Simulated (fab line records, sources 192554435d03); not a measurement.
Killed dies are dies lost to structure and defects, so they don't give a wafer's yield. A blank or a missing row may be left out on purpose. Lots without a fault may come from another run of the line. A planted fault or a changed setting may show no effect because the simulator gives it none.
fab line records | flow n5_finfet
record lots=9 wafers=27 last_day=17
route steps=1938 shown BEOL_M0@722 BEOL_M4@1111 PASSIVATION@1936
lots that met no fault: from a run of the same line without faults
start_h: hours from the record's first day to the start of the lot's first wafer shown | wait_h: hours since the lot's step before | " the same as in the row above | L1.1+2: a row that stands for several wafers | - no value, or no start given | * or withheld: withheld | < > ~ a bound
route shown NAME@n: a module of which the file shows steps, and the number in the route of the first | usual: mean/standard deviation of fault-free wafers | same: alike in all rows | chamber/n: place in a boat | sites: the reading at each site | _std_site: their standard deviation | _edge_site: outer sites' mean less inner sites' | radius_mm: how far each site lies from the wafer's centre | mask NAME#n: copy n | behind: the tool/chamber that last shaped the wafer | hold: why the lot was held/for how many hours/how that ended | device: the transistor (n, p or np) that didn't switch | end of line: the same wafers' tests at the end of the route | a step without rows: its recipe alone | killed: dies lost to structure and defects at the first sort, not the wafer's yield | map: a wafer's dies, x killed, . not, _ none there
set.NAME: the setting as run; set.NAME@STEP: as run at that earlier step | model.NAME: the simulator's own value behind a step, which no gauge read
steps of the route over a sample of lots; a table a step, a row a wafer
services: from which hour (start_h, from the record's first day; less than 0 if before it) a tool's chamber was out of use, for how many hours, and why
## steps
# step N5_BEOL_M0_STRIP_142
# recipe chemistry=N2/H2 time_s=10 power_w=450 temp_c=40 pressure_mtorr=20 rf_frequency_hz=6e+07 bias_power_w=7 n2_flow_sccm=200 h2_flow_sccm=200
# usual bias_power_w=6.997/0.021 drypump_motor_current_A=5.7/0.32 oes_product_au=0.77/0.086 rf_vpp_V=59.2/0.95 showerhead_plenum_p_Torr=2.54/0.067 temp_c=40.02/0.11 throttle_valve_pct=23.6/0.34
# columns lot.wafer tool chamber start_h wait_h bias_power_w drypump_motor_current_A oes_product_au rf_hours_counter_h rf_vpp_V showerhead_plenum_p_Torr temp_c throttle_valve_pct
L122.3 rie_diel-01 2 125.16 0.0 6.983 5.7 0.71 229 58.8 2.51 40.00 24.1
L122.5 " 2 " " 7.002 5.7 0.70 - 60.0 2.51 39.93 24.1
L122.6 " 3 " " 6.982 5.6 0.71 - 58.2 2.52 40.22 23.8
L124.2 rie_diel-05 0 132.04 0.0 7.044 5.4 0.76 171 60.7 2.64 40.13 24.3
L124.4 " 3 " " 6.988 6.5 0.67 237 59.6 2.38 40.06 23.5
L124.6 " 0 " " 6.997 5.4 0.77 - 59.6 2.64 39.92 24.3
L125.3 rie_diel-01 1 142.53 0.0 6.992 5.8 0.71 191 60.7 2.52 40.02 23.2
L125.4 " 2 " " 7.006 5.8 0.70 236 60.9 2.50 40.09 24.1
L125.6 " 2 " " 7.020 5.7 0.70 - 58.1 2.50 40.18 24.1
L128.1 rie_diel-01 0 161.35 0.0 6.940 5.9 0.94 8 59.2 2.51 40.01 23.7
L128.4 " 2 " " 7.021 5.7 0.69 242 57.5 2.50 39.99 24.1
L128.6 " 1 " " 7.006 5.8 0.71 - 59.2 2.51 39.95 23.2
L133.2 rie_diel-01 1 196.46 0.0 6.984 5.7 0.70 207 60.3 2.51 40.08 23.2
L133.3 " 3 " " 7.004 5.6 0.69 220 58.6 2.51 39.70 23.9
L133.6 " 1 " " 6.970 5.7 0.71 - 60.0 2.51 39.97 23.2
L137.2 rie_diel-01 1 210.39 0.0 7.021 5.8 0.69 215 59.0 2.51 40.14 23.2
L137.3 " 0 " " 6.999 5.9 0.90 26 58.4 2.50 40.01 23.7
L137.6 " 0 " " 7.005 5.9 0.91 - 58.5 2.50 40.02 23.7
L139.2 rie_diel-03 3 224.95 0.0 6.975 5.7 0.79 132 57.7 2.45 39.87 23.3
L139.3 " 1 " " 7.024 5.7 0.83 78 58.7 2.57 40.03 23.6
L139.4 " 0 " " 6.957 5.9 0.73 197 61.2 2.63 40.02 23.4
L142.1 rie_diel-01 2 241.65 0.0 6.974 5.7 0.93 10 58.8 2.49 39.96 23.8
L142.3 " 0 " " 7.016 5.9 0.87 37 58.5 2.50 39.91 23.7
L142.4 " 1 " " 7.014 5.8 0.68 226 58.9 2.50 39.98 23.2
L143.1 rie_diel-05 3 245.12 0.0 6.967 6.5 0.96 13 60.1 2.69 40.04 23.3
L143.3 " 0 " " 6.986 5.4 0.73 210 59.8 2.62 40.00 24.4
L143.4 " 1 " " 6.955 5.6 0.72 214 61.3 2.59 40.08 23.4
# step N5_BEOL_M0_ALD_136
# recipe material=TaN target_thk_a=* temp_c=275 ald_precursor_family=PDMAT ald_co_reactant=NH3 pressure_torr=3 carrier_flow_sccm=1500 pulse_time_s=2 purge_time_s=3 co_reactant_purge_time_s=2 co_reactant_pulse_time_s=3 ald_cycles=30 precursor_vessel_temp_c=75 precursor_vessel_pressure_torr=26.25 precursor_vessel_carrier_sccm=1000
# usual ald_cycles=30/0 heater_power_w=404/35
# columns lot.wafer tool chamber start_h wait_h ald_cycles heater_power_w since_wet_clean_h
L122.3 ald_metal-02 1 125.92 0.1 30 364 2866
L122.5 " 0 " " 30 384 -
L122.6 " 3 " " 30 349 -
L124.2 ald_metal-02 0 133.51 0.0 30 377 2873
L124.4 " 1 " " 30 368 2873
L124.6 " 1 " " 30 361 -
L125.3 ald_metal-01 3 143.09 0.1 30 458 5960
L125.4 " 0 " " 30 437 5960
L125.6 " 3 " " 30 446 -
L128.1 ald_metal-02 0 162.10 0.1 30 382 2902
L128.4 " 2 " " 30 455 2902
L128.6 " 0 " " 30 387 -
L133.2 ald_metal-02 3 197.28 0.1 47 339 2937
L133.3 " 1 " " 30 369 2937
L133.6 " 2 " " 30 448 -
L137.2 ald_metal-02 1 211.33 0.0 30 367 2951
L137.3 " 3 " " 47 350 2951
L137.6 " 1 " " 30 360 -
L139.2 ald_metal-04 3 226.99 0.1 30 370 4505
L139.3 " 2 " " 30 408 4505
L139.4 " 1 " " 30 402 4505
L142.1 ald_metal-01 2 242.52 0.1 30 403 6059
L142.3 " 3 " " 30 445 6059
L142.4 " 0 " " 30 438 6059
L143.1 ald_metal-04 1 245.84 0.0 30 401 4524
L143.3 " 0 " " 30 426 4524
L143.4 " 2 " " 30 421 4524
# step N5_BEOL_M0_ANNEAL_133
# recipe temp_c=400 time_s=60 ambient=vacuum
# usual heater_power_w=845/91
# columns lot.wafer tool chamber start_h wait_h heater_power_w
L122.3 pvd_sputter-02 - 128.32 0.0 984
L122.5 " - " " 804
L122.6 " - " " 997
L124.2 pvd_sputter-03 - 134.13 0.0 929
L124.4 " - " " 825
L124.6 " - " " 913
L125.3 pvd_sputter-03 - 144.11 0.0 930
L125.4 " - " " 818
L125.6 " - " " 835
L128.1 pvd_sputter-01 - 162.96 0.0 886
L128.4 " - " " 830
L128.6 " - " " 842
L133.2 pvd_sputter-01 - 198.24 0.0 853
L133.3 " - " " 668
L133.6 " - " " 828
L137.2 pvd_sputter-02 - 212.10 0.0 1012
L137.3 " - " " 798
L137.6 " - " " 769
L139.2 pvd_sputter-01 - 227.69 0.0 893
L139.3 " - " " 835
L139.4 " - " " 989
L142.1 pvd_sputter-03 - 244.86 0.0 824
L142.3 " - " " 813
L142.4 " - " " 902
L143.1 pvd_sputter-03 - 246.46 0.0 825
L143.3 " - " " 894
L143.4 " - " " 813
# step N5_BEOL_M0_SPUTTER_134
# recipe material=Cu target_thk_a=40 temp_c=-20 chamber_pressure_pa=0.07 power_w=withheld time_s=7.37
# usual throttle_valve_pct=29.9/1.2
# columns lot.wafer tool chamber start_h wait_h throttle_valve_pct
L122.3 pvd_sputter-02 - 128.36 0.0 30.0
L122.5 " - " " 28.2
L122.6 " - " " 29.9
L124.2 pvd_sputter-03 - 134.17 0.0 29.1
L124.4 " - " " 30.2
L124.6 " - " " 29.3
L125.3 pvd_sputter-03 - 144.15 0.0 29.0
L125.4 " - " " 30.3
L125.6 " - " " 30.1
L128.1 pvd_sputter-01 - 163.00 0.0 29.4
L128.4 " - " " 32.4
L128.6 " - " " 32.1
L133.2 pvd_sputter-01 - 198.28 0.0 31.9
L133.3 " - " " 30.7
L133.6 " - " " 32.2
L137.2 pvd_sputter-02 - 212.14 0.0 29.9
L137.3 " - " " 28.4
L137.6 " - " " 31.3
L139.2 pvd_sputter-01 - 227.73 0.0 28.9
L139.3 " - " " 32.1
L139.4 " - " " 27.5
L142.1 pvd_sputter-03 - 244.90 0.0 30.1
L142.3 " - " " 30.4
L142.4 " - " " 29.5
L143.1 pvd_sputter-03 - 246.50 0.0 30.1
L143.3 " - " " 29.6
L143.4 " - " " 30.1
# step N5_BEOL_M0_CMP_120
# recipe stop_on=SiOC t_overpolish_s=6.9 down_force_psi=1 platen_rpm=50 clearing_platen_down_force_psi=1.5 clearing_platen_rpm=50 post_cmp_clean=cu_alkaline clearing_platen_pad_velocity_m_s=0.99484 pad_velocity_m_s=0.99484
# usual barrier_field_endpoint_s=3.65/0.12 head_pressure_psi=1.0002/0.0021 motor_current_A=5.9/0.45 pad_life_wafers=1228/530
# columns lot.wafer tool chamber start_h wait_h barrier_field_endpoint_s head_pressure_psi motor_current_A pad_life_wafers
L122.3 cmp-03 3 129.10 0.3 3.65 1.0010 5.9 1479
L122.5 " 0 " " 3.68 0.9979 5.7 -
L122.6 " 1 " " 3.76 1.0004 5.4 -
L124.4 cmp-04 0 134.82 0.2 3.75 0.9948 5.5 151
L124.2 " 1 " " 3.64 0.9941 5.8 152
L124.6 " 3 " " 3.70 0.9981 6.5 -
L125.3 cmp-03 3 144.77 0.2 3.54 1.0024 6.0 1542
L125.4 " 2 " " 3.39 0.9984 5.6 1545
L125.6 " 3 " " 3.37 1.0018 5.7 -
L128.4 cmp-04 2 163.93 0.2 3.52 1.0031 6.9 374
L128.1 " 3 " " 3.66 1.0038 6.3 375
L128.6 " 0 " " 3.84 1.0005 5.3 -
L133.3 cmp-03 0 199.10 0.3 3.66 0.9975 5.6 1916
L133.2 " 1 " " 4.64 1.0006 5.4 1917
L133.6 " 2 " " 3.52 0.9975 5.2 -
L137.3 cmp-03 0 212.84 0.2 4.60 0.9995 5.4 2016
L137.2 " 3 " " 3.64 0.9966 6.0 2019
L137.6 " 1 " " 3.49 1.0024 5.1 -
L139.4 cmp-04 0 228.50 0.1 3.89 1.0014 5.5 924
L139.2 " 1 " " 3.59 0.9988 5.8 925
L139.3 " 2 " " 3.68 1.0035 6.5 926
L142.1 cmp-02 0 245.51 0.3 3.74 1.0000 6.7 1578
L142.3 " 2 " " 3.70 1.0036 6.1 1580
L142.4 " 3 " " 3.65 0.9974 5.9 1581
L143.4 cmp-02 1 247.11 0.1 3.84 0.9985 5.6 1596
L143.3 " 2 " " 3.52 1.0004 6.1 1597
L143.1 " 3 " " 3.74 1.0018 5.6 1598
# step N5_BEOL_M4_RC_MEAS_101
# usual DIBL_N=36.9/1.6 DIBL_P=37.1/2 IOFF_N=0.17/0.032 IOFF_P=0.22/0.036 ION_N=674/12 ION_P=463/7.8 SS_N=71.7/0.63 SS_P=73.5/0.62 VT_N=249/3.3 VT_P=-250/3.5
# columns lot.wafer tool chamber start_h wait_h DIBL_N[mV/V] DIBL_P[mV/V] IOFF_N[nA/um] IOFF_P[nA/um] ION_N[uA/um] ION_P[uA/um] SS_N[mV/dec] SS_P[mV/dec] VT_N[mV] VT_P[mV]
L122.3 prober-02 0 188.90 0.3 36.8 37.8 0.15 0.27 664 466 71.3 73.3 252 -245
L122.5 " 0 " " 36.7 36.2 0.15 0.24 649 462 71.9 73.0 251 -247
L122.6 " 0 " " 37.8 37.1 0.17 0.25 666 466 71.1 73.1 249 -244
L124.2 prober-01 0 195.17 0.2 38.6 39.4 0.20 0.29 679 469 71.8 74.3 247 -246
L124.4 " 0 " " 36.9 39.0 0.18 0.29 689 474 72.1 73.9 249 -246
L124.6 " 0 " " 35.1 35.2 0.14 0.21 664 464 71.2 73.3 252 -248
L125.3 prober-01 0 206.15 0.3 34.7 36.2 0.13 0.19 656 462 70.8 73.8 253 -251
L125.4 " 0 " " 38.3 39.0 0.18 0.22 672 457 72.0 74.0 249 -251
L125.6 " 0 " " 35.0 35.9 0.14 0.18 665 463 70.9 73.2 251 -252
L128.1 prober-01 0 220.95 0.0 38.6 38.0 0.19 0.27 674 464 72.3 73.7 248 -247
L128.4 " 0 " " 37.5 36.6 0.17 0.22 670 459 71.8 74.0 249 -250
L128.6 " 0 " " 37.1 36.7 0.18 0.23 677 463 72.2 73.6 248 -246
L133.2 prober-01 0 249.72 0.2 33.2 33.8 0.11 0.13 658 451 71.9 72.2 258 -257
L133.3 " 0 " " 34.9 38.0 0.13 0.19 650 451 71.8 72.7 258 -253
L133.6 " 0 " " 34.9 36.9 0.14 0.17 664 457 71.5 72.2 252 -254
L137.2 prober-01 0 275.53 0.2 36.4 39.1 0.17 0.25 680 473 72.1 74.0 253 -248
L137.3 " 0 " " 36.5 37.9 0.18 0.23 679 461 71.7 74.3 249 -249
L137.6 " 0 " " 36.6 37.2 0.16 0.21 676 460 71.1 74.2 254 -254
L139.2 prober-01 0 280.19 0.2 36.1 35.9 0.16 0.25 672 468 71.8 73.7 247 -246
L139.3 " 0 " " 39.8 38.9 0.24 0.30 697 479 72.4 74.4 243 -243
L139.4 " 0 " " 37.8 37.5 0.20 0.28 695 473 71.5 73.8 245 -244
L142.1 prober-01 0 300.02 0.0 36.6 38.6 0.18 0.22 679 459 72.4 73.8 250 -249
L142.3 " 0 " " 37.0 40.2 0.19 0.25 675 459 72.4 74.0 248 -252
L142.4 " 0 " " 37.5 40.7 0.20 0.27 683 468 72.8 74.1 246 -247
L143.1 prober-01 0 302.13 0.0 36.7 34.9 0.18 0.25 682 472 71.2 73.7 246 -246
L143.3 " 0 " " 35.1 32.2 0.14 0.20 667 464 71.7 72.9 253 -249
L143.4 " 0 " " 38.2 36.6 0.19 0.27 673 466 72.0 73.8 248 -245
# step N5_PASSIVATION_PROBE_49
# usual defect_limited_yield=90.9/1.6 killed_at_M0_to_M3=34/11 killed_at_M4_up=14/5.7 killed_at_contacts=13/6.5 killed_at_front_end=43/11 killed_at_other=4/3.1 killed_dies=107/19 killed_open=71/14 killed_short=35/7.9 sort_bin_5_function=5.3/1.1 sort_bin_6_memory=3.4/0.74 sort_n_pass=1073/19 sort_yield_pct=90.9/1.6
# same gross_dies=1180 killed_at_back_side=0 sort_bin_4_leakage[%]=0 sort_bin_8_speed[%]=0
# columns lot.wafer tool chamber start_h wait_h defect_limited_yield[%] killed_at_M0_to_M3 killed_at_M4_up killed_at_contacts killed_at_front_end killed_at_other killed_dies killed_open killed_short sort_bin_5_function[%] sort_bin_6_memory[%] sort_n_pass sort_yield_pct[%]
L137.3 prober-02 - 380.34 0.9 88.8 31 18 9 64 10 132 81 49 6.4 4.4 1048 88.8
# killed by level:class
L137.3 FIN_SAQP:geometric_particle:short=17 STI_FIN_REVEAL:geometric_particle:open=12 BEOL_M2:geometric_particle:open=11 BEOL_M0_SAQP:geometric_particle:open=10 FIN_SAQP:geometric_particle:open=8 BEOL_M4:geometric_particle:open=8 DUMMY_GATE:geometric_particle:open=7 MOL_CONTACT_COAG:geometric_particle:open=6
## services
# columns tool chamber start_h hours kind
cmp-03 - 101.68 1.2 repair
ald_metal-01 - 115.51 8.7 pm
cmp-04 - 116.29 4.0 pm
cmp-03 - 129.47 6.0 repair
rie_diel-05 2 141.89 14.4 repair
cmp-02 - 143.59 0.5 repair
cmp-02 - 146.49 5.1 repair
cmp-04 - 147.14 0.7 repair
pvd_sputter-01 - 149.90 7.8 repair
ald_metal-04 0 151.52 17.6 repair
rie_diel-05 0 157.23 1.9 repair
rie_diel-05 - 161.75 14.6 pm
ald_metal-04 1 163.75 5.6 repair
pvd_sputter-01 - 175.05 0.9 repair
cmp-04 - 175.23 1.2 repair
rie_diel-01 - 179.88 15.6 pm
cmp-03 - 185.86 5.9 repair
rie_diel-01 - 198.29 0.4 repair
cmp-03 - 203.28 1.0 repair
cmp-03 - 208.51 0.7 repair
cmp-03 - 228.00 4.0 pm
cmp-03 - 234.83 4.0 pm
cmp-03 - 241.71 8.8 pm
rie_diel-01 0 243.88 4.7 repair
## key
first_sign step=N5_BEOL_M0_ALD_136 reading=ald_cycles direction=up sigmas=99+ usual=* struck=*
effect step=N5_BEOL_M0_CMP_120 reading=barrier_field_endpoint_s direction=up sigmas=8.4 usual=3.65 struck=4.62
met_at N5_BEOL_M0_ALD_136
struck_lots L133,L137
struck_wafers L133.2,L137.3
not_acting_at N5_BEOL_M0_STRIP_142,N5_BEOL_M0_ANNEAL_133,N5_BEOL_M0_SPUTTER_134
onset_between 125.92 197.28
fault kind=process_parameter_drift tool=ald_metal-02 chamber=3 onset_h=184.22 steps=N5_BEOL_M0_ALD_136 channel=ald_cycles offset=* shape=step end_h=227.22 acts_in=* stated=*
